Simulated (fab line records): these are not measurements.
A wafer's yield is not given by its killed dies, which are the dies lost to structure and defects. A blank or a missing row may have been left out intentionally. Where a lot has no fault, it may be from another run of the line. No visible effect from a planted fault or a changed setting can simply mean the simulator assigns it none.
Chamber matching / flow nand_harc / NHARC_A_CHANNEL_FILL_D1_ALD_16 on ald_hk-03 has 3 sister chambers
The step deposits SiO2, target thk 1.5 nm, pulse time 10 s, ald cycles 15. 6 wafers are shown with their chamber, then 4 later ones without.

== WAFERS PAIRED WITH THEIR CHAMBERS ==
wafer=L077.2; chamber=1; heater_power_w (W)=423; precursor_pulse_height_rel=0.983
wafer=L082.3; chamber=2; heater_power_w (W)=467; precursor_pulse_height_rel=0.982
wafer=L082.4; chamber=0; heater_power_w (W)=488; precursor_pulse_height_rel=0.966
wafer=L082.6; chamber=2; heater_power_w (W)=473; precursor_pulse_height_rel=0.978
wafer=L090.1; chamber=0; heater_power_w (W)=484; precursor_pulse_height_rel=0.993
wafer=L090.2; chamber=1; heater_power_w (W)=412; precursor_pulse_height_rel=1.014

== WAFERS WHOSE CHAMBER IS MISSING ==
wafer=L095.1; heater_power_w (W)=490; precursor_pulse_height_rel=0.984
wafer=L095.5; heater_power_w (W)=415; precursor_pulse_height_rel=1.003
wafer=L096.2; heater_power_w (W)=486; precursor_pulse_height_rel=1.011
wafer=L096.6; heater_power_w (W)=476; precursor_pulse_height_rel=0.962

== CHAMBER TAKEN BY EACH ==
wafer=L095.1; from the rows above=0; in truth=0
wafer=L095.5; from the rows above=1; in truth=1
wafer=L096.2; from the rows above=can't be placed: 0 or 2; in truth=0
wafer=L096.6; from the rows above=can't be placed: 2 or 0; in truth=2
2 of 4 placed correctly. These rows do not allow placing 2 (true chamber among the candidates in 2). Placed wrongly: 0.
How it was worked out, from the rows above alone: a wafer's distance from a chamber is the root of the sum, over the readings, of the square of ((its reading less the chamber's mean) divided by the reading's scatter). If the next closest chamber is less than 2 further off than the closest, the wafer can't be placed; otherwise it belongs to the closest. A chamber's mean is the mean of its shown wafers. The scatter: the root of (the sum of the squares of (reading less its chamber's mean) over the shown wafers, divided by (wafers less chambers)).
